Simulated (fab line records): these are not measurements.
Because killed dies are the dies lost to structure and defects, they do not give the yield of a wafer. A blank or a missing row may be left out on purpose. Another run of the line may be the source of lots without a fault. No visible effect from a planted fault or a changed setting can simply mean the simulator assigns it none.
Problem report, 8D (eight disciplines) form, completed by code | flow n5Finfet | the parts of the form that need people (team, actions taken, sign-off) are left out

1. WHAT WENT WRONG
Wafers without a fault read 150.0 W, standard deviation 0.41; biasW at N5_BEOL_M1_ETCH_64 reads a mean of 134.0 W on 9 wafers belonging to 3 lots. That puts it -39 standard deviations away from the usual mean.
The step: etches SOC in N2/H2, target depth 75 nm, overetch 15 nm, time 112.5 s.
The first sign was on wafer L601.4 at day 10 15:01, on rieDiel-06. Wafers with a number at this step in the record: 21, from 7 lots. By rule, "out" or "out of limits" means more than 4 standard deviations away from the usual mean. Any other wafer with a number is counted as sound.

2. WHAT IT IS, WHAT IT ISN'T
question                    | is                     | is not
which readings at this step | biasW, rfVppV          | drypumpMotorCurrentA, oesProductAu, showerheadPlenumPTorr, throttleValvePct
which lots                  | L601, L603, L604       | L590, L593, L602, L605
which wafers of those lots  | all that have a number | -
read on which tools         | rieDiel-06             | rieDiel-03, rieDiel-04
when                        | from day 10 15:01      | up to then (6 sound wafers); but 6 sound wafers of L602, L605 came after

3. THE SUSPECTS, EACH WITH WHAT RULES IT OUT
Counting: a tool stays on the suspect list if, at a process step up to the reading, it processed all lots that are out and no sound lot following the first of them.
- rieDiel-06 at N5_BEOL_M1_DESCUM_16 (chemistry O2, time 7 s): kept. It processed each lot that is out, first L601 at day 10 14:56, and no sound lot thereafter; up to then, the last sound lot it processed was L593 at day 9 00:19.
- rieDiel-06 at N5_BEOL_M1_ETCH_74 (etches underlayer in N2/H2, target depth 6.5 nm, time 5.2 s): kept. It processed each lot that is out, first L601 at day 10 14:58, and no sound lot thereafter; up to then, the last sound lot it processed was L593 at day 9 00:21.
- rieDiel-06 at N5_BEOL_M1_ETCH_63 (etches SiARC in CF4, target depth 15.6 nm, time 26 s): kept. It processed each lot that is out, first L601 at day 10 14:59, and no sound lot thereafter; up to then, the last sound lot it processed was L593 at day 9 00:22.
- rieDiel-06 at N5_BEOL_M1_ETCH_64 (etches SOC in N2/H2, target depth 75 nm, overetch 15 nm, time 112.5 s): kept. It processed each lot that is out, first L601 at day 10 15:01, and no sound lot thereafter; up to then, the last sound lot it processed was L593 at day 9 00:24. Its own readings are out on those wafers: biasW, rfVppV.
Left after counting: rieDiel-06 at N5_BEOL_M1_DESCUM_16, rieDiel-06 at N5_BEOL_M1_ETCH_74, rieDiel-06 at N5_BEOL_M1_ETCH_63, rieDiel-06 at N5_BEOL_M1_ETCH_64.

4. THE CAUSE (what the simulator had put in)
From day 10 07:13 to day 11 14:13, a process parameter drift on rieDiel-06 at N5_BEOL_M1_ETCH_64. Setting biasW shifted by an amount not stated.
4 suspects survive the count, and this tool is in that group.

5. THE CHAIN OF EFFECTS, in route order
Each row: a reading whose mean over the struck wafers that have a number lies more than 3 standard deviations from the usual. Scope: only readings with a usual standard deviation given in the record; hours: median across lots of the time from each lot's start at the first step in this table that gives one to its start at this step; sigmas: change in usual standard deviations.
hours | step               | reading | usual   | on struck wafers | change | sigmas
0     | N5_BEOL_M1_ETCH_64 | biasW   | 150.0 W | 134.0            | -16.0  | -39
0     | N5_BEOL_M1_ETCH_64 | rfVppV  | 523.6 V | 486.1            | -37.5  | -18
The process steps in it:
- N5_BEOL_M1_ETCH_64: etches SOC in N2/H2, target depth 75 nm, overetch 15 nm, time 112.5 s.
Later measuring or inspecting steps at which every struck wafer that the step has a row for has a number for every such reading, and none has moved that far: N5_BEOL_M4_RC_MEAS_101.

6. HOW IT WOULD HAVE BEEN CAUGHT EARLIER
First out-of-limits reading in this record: day 10 15:01, which is 8 hours after fault onset at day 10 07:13.
